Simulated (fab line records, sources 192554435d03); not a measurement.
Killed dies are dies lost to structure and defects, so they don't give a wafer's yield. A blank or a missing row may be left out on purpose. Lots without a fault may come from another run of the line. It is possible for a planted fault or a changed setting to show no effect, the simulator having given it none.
Split-lot experiment    flow n5-finfet    21 wafers read across 7 lots, on a route 1938 steps long

ON THE SPLIT
At N5_BEOL_M14_COAT_66 (time 60 s, resist thk 110 nm), the setting spin-rpm was moved away from the recipe's 1500 rpm on 7 of the 21 wafers read, by +4.9% to +11.0%. This setting was run at the recipe's value on the other wafers.

FROM THE SPLIT TO THE READING: what the file shows between them, 6 steps
- N5_BEOL_M14_PEB_26: peb time 90 s (also split here: peb-temp-c)
- N5_BEOL_M14_DEVELOP_27: develop time 45 s
- N5_BEOL_M14_HARDBAKE_32: time 120 s
- N5_BEOL_M14_CD_MEAS_28: target cd 284.4 nm
- N5_BEOL_M14_DESCUM_33: chemistry O2, time 7.9 s
- N5_BEOL_M14_ETCH_67: etches SiARC in CF4, target depth 143 nm, time 238.3 s

THE READING
SiARC_of_BEOL_M14_COAT_66.thk-nm (the simulator's own value, which no gauge read), in nm, at N5_BEOL_M14_ETCH_68 (etches SOC in N2/H2, time 450 s). There is no usual value for it anywhere in the file. Average 64.7 nm, standard deviation 0.71 nm, over the 14 wafers here run with the recipe.

wafer   tool, chamber at the split  spin-rpm as run, rpm  against the recipe  SiARC_of_BEOL_M14_COAT_66.thk-nm, nm  against lot-mates on the recipe
L074.1  litho-track-01, 0           1500                  recipe              65                                    -
L074.3  litho-track-01, 0           1665                  +11.0%              60                                    -5.0
L074.5  litho-track-01, 0           1665                  +11.0%              60                                    -5.0
L075.1  litho-track-01, 0           1500                  recipe              63.2                                  -
L075.3  litho-track-01, 0           1500                  recipe              64.2                                  -
L075.6  litho-track-01, 0           1500                  recipe              66                                    -
L076.3  litho-track-01, 0           1500                  recipe              64.4                                  -
L076.5  litho-track-01, 0           1500                  recipe              64                                    -
L076.6  litho-track-01, 0           1500                  recipe              64.8                                  -
L079.1  litho-track-02, 0           1500                  recipe              64.4                                  -
L079.5  litho-track-02, 0           1500                  recipe              64.4                                  -
L079.6  litho-track-02, 0           1500                  recipe              65.6                                  -
L091.1  litho-track-04, 0           1573                  +4.9%               63                                    -2.6
L091.3  litho-track-04, 0           1573                  +4.9%               62                                    -3.6
L091.5  litho-track-04, 0           1500                  recipe              65.6                                  -
L089.2  litho-track-02, 0           1500                  recipe              65                                    -
L089.4  litho-track-02, 0           1500                  recipe              64.4                                  -
L089.5  litho-track-02, 0           1500                  recipe              64.2                                  -
L096.2  litho-track-04, 0           1581                  +5.4%               61.4                                  no lot-mate on the recipe
L096.3  litho-track-04, 0           1581                  +5.4%               62                                    no lot-mate on the recipe
L096.5  litho-track-04, 0           1581                  +5.4%               61.6                                  no lot-mate on the recipe

FIT RESULTS
A straight line over all 21 wafers: SiARC_of_BEOL_M14_COAT_66.thk-nm changes by -0.45 nm for each +1% of spin-rpm; r = -0.93; the points scatter about the line by 0.68 nm.
The same after taking each lot's own level away (the mean of its wafers on the recipe; 18 wafers): -0.478 nm for each +1%; r = -0.94; scatter 0.68 nm.
That fit puts the effect of the largest move of spin-rpm on the reading at 5.3 nm.
From 64.40 to 65.60 nm: that is the span of the lots' own levels, equal to 1.7 times the standard deviation above.
So the lot-to-lot level changes the slope little: the two slopes agree.
Check: for one of the wafers moved furthest among these (+11.0%), held out of the fit, the line's prediction against its lot-mates is -5.55 nm. Against them it came out at -5 nm.

THE OTHER SPLITS THESE WAFERS WENT THROUGH
Note: prior to the reading, these wafers also went through further splits. Each is held against what the fit with the lots' levels taken away leaves over:
other split on the same wafers  wafers away from the commonest value  r with SiARC_of_BEOL_M14_COAT_66.thk-nm (lot level and that fit taken away)
N5_BEOL_M14_PEB_26 peb-temp-c   6                                     +0.36

THE WHOLE CHAIN: every reading that the file lists as answering this split, in the file's order
step                 what it does                                            reading                                                                            change (the file's fit)                r (the file's)
N5_BEOL_M14_COAT_66  time 60 s, resist thk 110 nm                            SiARC_of_BEOL_M14_COAT_66.thk-nm (the simulator's own value, which no gauge read)  -0.487 nm for each +1% of the setting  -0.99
N5_BEOL_M14_ETCH_67  etches SiARC in CF4, target depth 143 nm, time 238.3 s  etch.depth-nm (the simulator's own value, which no gauge read)                     -0.479 nm for each +1% of the setting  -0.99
N5_BEOL_M14_ETCH_67  etches SiARC in CF4, target depth 143 nm, time 238.3 s  coat_of_BEOL_M14_COAT_22.thk-nm (the simulator's own value, which no gauge read)   +0.362 nm for each +1% of the setting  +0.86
N5_BEOL_M14_ETCH_68  etches SOC in N2/H2, time 450 s                         SiARC_of_BEOL_M14_COAT_66.thk-nm (the simulator's own value, which no gauge read)  -0.484 nm for each +1% of the setting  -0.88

FILE'S OWN FIT
SiARC_of_BEOL_M14_COAT_66.thk-nm changes by -0.484 nm for each +1% of spin-rpm, r = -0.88.
